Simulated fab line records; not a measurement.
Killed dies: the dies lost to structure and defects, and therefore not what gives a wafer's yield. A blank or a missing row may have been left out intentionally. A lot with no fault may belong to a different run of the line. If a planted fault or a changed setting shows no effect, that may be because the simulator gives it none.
Split-lot study :: flow n5_finfet :: 39 wafers read across 7 lots, on a route 1938 steps long

ON THE SPLIT
At N5_SD_EPI_N_DEVELOP_08 (develop time 30 s), the setting develop_time_s was moved away from the recipe's 30 s on 15 of the 39 wafers read, by -53.0% to +56.2%. For the rest of the wafers, this setting stayed at what the recipe calls for.

The file shows no step between the split and the reading.

THE READING
cd_nm at N5_SD_EPI_N_CD_MEAS_09, given in nm (cd target 120 nm). Typical for fault-free wafers on this fab line: 120.1 nm, with standard deviation 0.82 nm.

wafer: L074.1
tool, chamber at the split: litho_track-04, 0
develop_time_s as run, s: 30
against the recipe: recipe
cd_nm, nm: 118.5
against lot-mates on the recipe: -

wafer: L074.2
tool, chamber at the split: litho_track-04, 0
develop_time_s as run, s: 30
against the recipe: recipe
cd_nm, nm: 120.0
against lot-mates on the recipe: -

wafer: L074.3
tool, chamber at the split: litho_track-04, 0
develop_time_s as run, s: 17.06
against the recipe: -43.1%
cd_nm, nm: 117.8
against lot-mates on the recipe: -1.3

wafer: L074.4
tool, chamber at the split: litho_track-04, 0
develop_time_s as run, s: 17.06
against the recipe: -43.1%
cd_nm, nm: 116.8
against lot-mates on the recipe: -2.3

wafer: L074.5
tool, chamber at the split: litho_track-04, 0
develop_time_s as run, s: 17.06
against the recipe: -43.1%
cd_nm, nm: 116.6
against lot-mates on the recipe: -2.5

wafer: L074.6
tool, chamber at the split: litho_track-04, 0
develop_time_s as run, s: 30
against the recipe: recipe
cd_nm, nm: 118.9
against lot-mates on the recipe: -

wafer: L077.2
tool, chamber at the split: litho_track-05, 0
develop_time_s as run, s: 30
against the recipe: recipe
cd_nm, nm: 119.8
against lot-mates on the recipe: -

wafer: L077.4
tool, chamber at the split: litho_track-05, 0
develop_time_s as run, s: 30
against the recipe: recipe
cd_nm, nm: 120.3
against lot-mates on the recipe: -

wafer: L077.6
tool, chamber at the split: litho_track-05, 0
develop_time_s as run, s: 30
against the recipe: recipe
cd_nm, nm: 121.8
against lot-mates on the recipe: -

wafer: L080.1
tool, chamber at the split: litho_track-01, 0
develop_time_s as run, s: 46.86
against the recipe: +56.2%
cd_nm, nm: 122.8
against lot-mates on the recipe: +2.6

wafer: L080.2
tool, chamber at the split: litho_track-01, 0
develop_time_s as run, s: 46.86
against the recipe: +56.2%
cd_nm, nm: 123.1
against lot-mates on the recipe: +2.9

wafer: L080.3
tool, chamber at the split: litho_track-01, 0
develop_time_s as run, s: 30
against the recipe: recipe
cd_nm, nm: 120.2
against lot-mates on the recipe: -

wafer: L080.4
tool, chamber at the split: litho_track-01, 0
develop_time_s as run, s: 30
against the recipe: recipe
cd_nm, nm: 120.1
against lot-mates on the recipe: -

wafer: L080.5
tool, chamber at the split: litho_track-01, 0
develop_time_s as run, s: 30
against the recipe: recipe
cd_nm, nm: 120.3
against lot-mates on the recipe: -

wafer: L080.6
tool, chamber at the split: litho_track-01, 0
develop_time_s as run, s: 46.86
against the recipe: +56.2%
cd_nm, nm: 123.0
against lot-mates on the recipe: +2.8

wafer: L087.1
tool, chamber at the split: litho_track-05, 0
develop_time_s as run, s: 14.09
against the recipe: -53.0%
cd_nm, nm: 115.9
against lot-mates on the recipe: -4.5

wafer: L087.2
tool, chamber at the split: litho_track-05, 0
develop_time_s as run, s: 30
against the recipe: recipe
cd_nm, nm: 121.2
against lot-mates on the recipe: -

wafer: L087.3
tool, chamber at the split: litho_track-05, 0
develop_time_s as run, s: 30
against the recipe: recipe
cd_nm, nm: 119.2
against lot-mates on the recipe: -

wafer: L087.4
tool, chamber at the split: litho_track-05, 0
develop_time_s as run, s: 14.09
against the recipe: -53.0%
cd_nm, nm: 116.6
against lot-mates on the recipe: -3.8

wafer: L087.5
tool, chamber at the split: litho_track-05, 0
develop_time_s as run, s: 14.09
against the recipe: -53.0%
cd_nm, nm: 116.3
against lot-mates on the recipe: -4.1

wafer: L087.6
tool, chamber at the split: litho_track-05, 0
develop_time_s as run, s: 30
against the recipe: recipe
cd_nm, nm: 120.8
against lot-mates on the recipe: -

wafer: L090.1
tool, chamber at the split: litho_track-04, 0
develop_time_s as run, s: 21.83
against the recipe: -27.2%
cd_nm, nm: 117.9
against lot-mates on the recipe: -1.3

wafer: L090.2
tool, chamber at the split: litho_track-04, 0
develop_time_s as run, s: 30
against the recipe: recipe
cd_nm, nm: 119.3
against lot-mates on the recipe: -

wafer: L090.3
tool, chamber at the split: litho_track-04, 0
develop_time_s as run, s: 30
against the recipe: recipe
cd_nm, nm: 119.5
against lot-mates on the recipe: -

wafer: L090.4
tool, chamber at the split: litho_track-04, 0
develop_time_s as run, s: 21.83
against the recipe: -27.2%
cd_nm, nm: 116.7
against lot-mates on the recipe: -2.5

wafer: L090.5
tool, chamber at the split: litho_track-04, 0
develop_time_s as run, s: 21.83
against the recipe: -27.2%
cd_nm, nm: 117.5
against lot-mates on the recipe: -1.7

wafer: L090.6
tool, chamber at the split: litho_track-04, 0
develop_time_s as run, s: 30
against the recipe: recipe
cd_nm, nm: 118.9
against lot-mates on the recipe: -

wafer: L095.1
tool, chamber at the split: litho_track-01, 0
develop_time_s as run, s: 22.22
against the recipe: -25.9%
cd_nm, nm: 119.2
against lot-mates on the recipe: -1.1

wafer: L095.2
tool, chamber at the split: litho_track-01, 0
develop_time_s as run, s: 30
against the recipe: recipe
cd_nm, nm: 120.4
against lot-mates on the recipe: -

wafer: L095.3
tool, chamber at the split: litho_track-01, 0
develop_time_s as run, s: 22.22
against the recipe: -25.9%
cd_nm, nm: 119.0
against lot-mates on the recipe: -1.3

wafer: L095.4
tool, chamber at the split: litho_track-01, 0
develop_time_s as run, s: 22.22
against the recipe: -25.9%
cd_nm, nm: 119.8
against lot-mates on the recipe: -0.5

wafer: L095.5
tool, chamber at the split: litho_track-01, 0
develop_time_s as run, s: 30
against the recipe: recipe
cd_nm, nm: 120.3
against lot-mates on the recipe: -

wafer: L095.6
tool, chamber at the split: litho_track-01, 0
develop_time_s as run, s: 30
against the recipe: recipe
cd_nm, nm: 120.2
against lot-mates on the recipe: -

wafer: L096.1
tool, chamber at the split: litho_track-01, 0
develop_time_s as run, s: 30
against the recipe: recipe
cd_nm, nm: 120.5
against lot-mates on the recipe: -

wafer: L096.2
tool, chamber at the split: litho_track-01, 0
develop_time_s as run, s: 30
against the recipe: recipe
cd_nm, nm: 120.9
against lot-mates on the recipe: -

wafer: L096.3
tool, chamber at the split: litho_track-01, 0
develop_time_s as run, s: 30
against the recipe: recipe
cd_nm, nm: 120.1
against lot-mates on the recipe: -

wafer: L096.4
tool, chamber at the split: litho_track-01, 0
develop_time_s as run, s: 30
against the recipe: recipe
cd_nm, nm: 120.5
against lot-mates on the recipe: -

wafer: L096.5
tool, chamber at the split: litho_track-01, 0
develop_time_s as run, s: 30
against the recipe: recipe
cd_nm, nm: 120.1
against lot-mates on the recipe: -

wafer: L096.6
tool, chamber at the split: litho_track-01, 0
develop_time_s as run, s: 30
against the recipe: recipe
cd_nm, nm: 120.4
against lot-mates on the recipe: -

FIT RESULTS
A straight line over all 39 wafers: cd_nm changes by +0.0624 nm for each +1% of develop_time_s; r = +0.90; the points scatter about the line by 0.78 nm.
The same after taking each lot's own level away (the mean of its wafers on the recipe; 39 wafers): +0.0577 nm for each +1%; r = +0.93; scatter 0.62 nm.
That fit puts the effect of the largest move of develop_time_s on the reading at 3.2 nm.
The span of the lots' own levels, 119.13 to 120.63 nm, comes to 1.8 times the standard deviation stated above.
The two slopes are in agreement: the lot-to-lot level therefore moves the slope only a little.
Check: for one of the wafers moved furthest among these (+56.2%), held out of the fit, the line's prediction against its lot-mates is +3.3 nm. Against them it came out at +2.6 nm.

THE OTHER SPLITS THESE WAFERS WENT THROUGH
Note: prior to the reading, these wafers also went through further splits. Each is held against what the fit with the lots' levels taken away leaves over:
other split on the same wafers: N5_FIN_SAQP_HM_DEP_72 target_thk_a
wafers away from the commonest value: 15
r with cd_nm (lot level and that fit taken away): +0.09

THE WHOLE CHAIN: every reading that the file lists as answering this split, in the file's order
step: N5_SD_EPI_N_CD_MEAS_09
what it does: target cd 120 nm
reading: cd_nm
change (the file's fit): +0.0583 nm for each +1% of the setting
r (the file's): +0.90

step: N5_SD_EPI_N_DESCUM_14
what it does: chemistry O2, time 7.9 s
reading: SD_EPI_N.cd_nm (the simulator's own value, which no gauge read)
change (the file's fit): +0.0573 nm for each +1% of the setting
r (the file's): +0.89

step: N5_SD_EPI_N_ETCH_34
what it does: etches SiARC in CF4, target depth 45.5 nm, time 75.8 s
reading: SD_EPI_N.cd_nm (the simulator's own value, which no gauge read)
change (the file's fit): +0.0554 nm for each +1% of the setting
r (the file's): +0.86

FILE'S OWN FIT
cd_nm changes by +0.0583 nm for each +1% of develop_time_s, r = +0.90.
